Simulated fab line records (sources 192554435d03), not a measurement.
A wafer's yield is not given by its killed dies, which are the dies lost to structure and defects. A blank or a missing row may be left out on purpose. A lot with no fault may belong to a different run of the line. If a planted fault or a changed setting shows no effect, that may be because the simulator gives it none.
Which tool was responsible? | flow n5Finfet | 33 wafers from 11 lots sampled at 2 of the route's 1938 steps

## WHAT EACH GAUGE READ, for each wafer
N5_PASSIVATION_OVL_MEAS_60.
lot  | measured     | on         | TV_OVL (nm)
L874 | day 12 09:27 | overlay-01 | -2 -2 5
L875 | day 12 09:37 | overlay-02 | 0 -3 -4
L876 | day 12 20:01 | overlay-01 | 4 -6 4
L877 | day 13 02:44 | overlay-01 | 0 -4 -5
L884 | day 15 22:38 | overlay-02 | 1 5 6
L889 | day 16 13:18 | overlay-02 | -6 -5 -6
L891 | day 16 13:00 | overlay-02 | 13 1 -4
L894 | day 17 20:23 | overlay-01 | 4 8 -2
L895 | day 17 23:44 | overlay-01 | -2 4 3
L896 | day 19 03:33 | overlay-02 | -1 5 2
L897 | day 18 19:52 | overlay-02 | 3 13 11

## WHAT TOOL EACH LOT RAN ON (gives the tool, then ch and the chambers of the sampled wafers, and finally the start)
lot  | N5_HKMG_FIN_WET_ETCH_73
L874 | wetBench-01 ch 1,2,3, day 4 10:47
L875 | wetBench-03 ch 1,5,7, day 4 16:34
L876 | wetBench-01 ch 4,5,6, day 4 17:07
L877 | wetBench-03 ch 0,3,7, day 5 00:28
L884 | wetBench-03 ch 0,3,4, day 7 01:37
L889 | wetBench-04 ch 2,5,6, day 8 02:01
L891 | wetBench-01 ch 3,6,7, day 8 14:14
L894 | wetBench-03 ch 1,5,7, day 9 13:47
L895 | wetBench-03 ch 2,6,7, day 9 17:02
L896 | wetBench-04 ch 0,1,3, day 9 19:09
L897 | wetBench-01 ch 1,3,5, day 10 02:09
- N5_HKMG_FIN_WET_ETCH_73: etches the open film in SC1, time 42.3 s, target depth 1.3 nm, rinse time 30 s.

## WHAT THE TOOLS THEMSELVES READ (means of the sampled wafers that have a number; where no wafer has one, the mark that the record gives instead)
N5_HKMG_FIN_WET_ETCH_73.
lot  | tool        | bathHeatDutyPct (%) | h2o2FlowMLMin | nh4ohFlowMLMin
L874 | wetBench-01 | 6.8                 | 69.51         | 34.97
L875 | wetBench-03 | 8.5                 | 69.76         | 34.92
L876 | wetBench-01 | 6.4                 | 69.96         | 34.88
L877 | wetBench-03 | 7.9                 | 69.80         | 34.90
L884 | wetBench-03 | 7.2                 | 69.92         | 34.88
L889 | wetBench-04 | 8.3                 | 69.58         | 34.84
L891 | wetBench-01 | 7.0                 | 69.77         | 34.84
L894 | wetBench-03 | 7.6                 | 69.92         | 34.80
L895 | wetBench-03 | 7.9                 | 69.78         | 34.94
L896 | wetBench-04 | 7.1                 | 69.79         | 34.96
L897 | wetBench-01 | 7.3                 | 69.60         | 35.02

## THE ANSWER, worked out from the rows above alone
Rule: usual is defined by the lots themselves. The widest of any qualifying gaps counts: lots, ordered by their means at a reading, are off when they make up no more than a third of the lots, leave a main group of 4 or more, and stand apart from it by 3 or more times the standard deviation of that group's means. If all means in a main group match to the digits the tables above print for the reading, that group is not used. Also off: a lot with no number at a reading for which 4 or more lots have one. Where the step has rows for the other lots, those lots are counted as sound. The gauges are gone through in route order, then the tools' own readings, and for those a lot's mean is taken as printed above. At the first step where some lot is off, the reading lying furthest off is the one used; lots without a number count as furthest.
None of the lots is off at any reading shown; this tells nothing.

## WHAT WAS PUT IN BY THE SIMULATOR
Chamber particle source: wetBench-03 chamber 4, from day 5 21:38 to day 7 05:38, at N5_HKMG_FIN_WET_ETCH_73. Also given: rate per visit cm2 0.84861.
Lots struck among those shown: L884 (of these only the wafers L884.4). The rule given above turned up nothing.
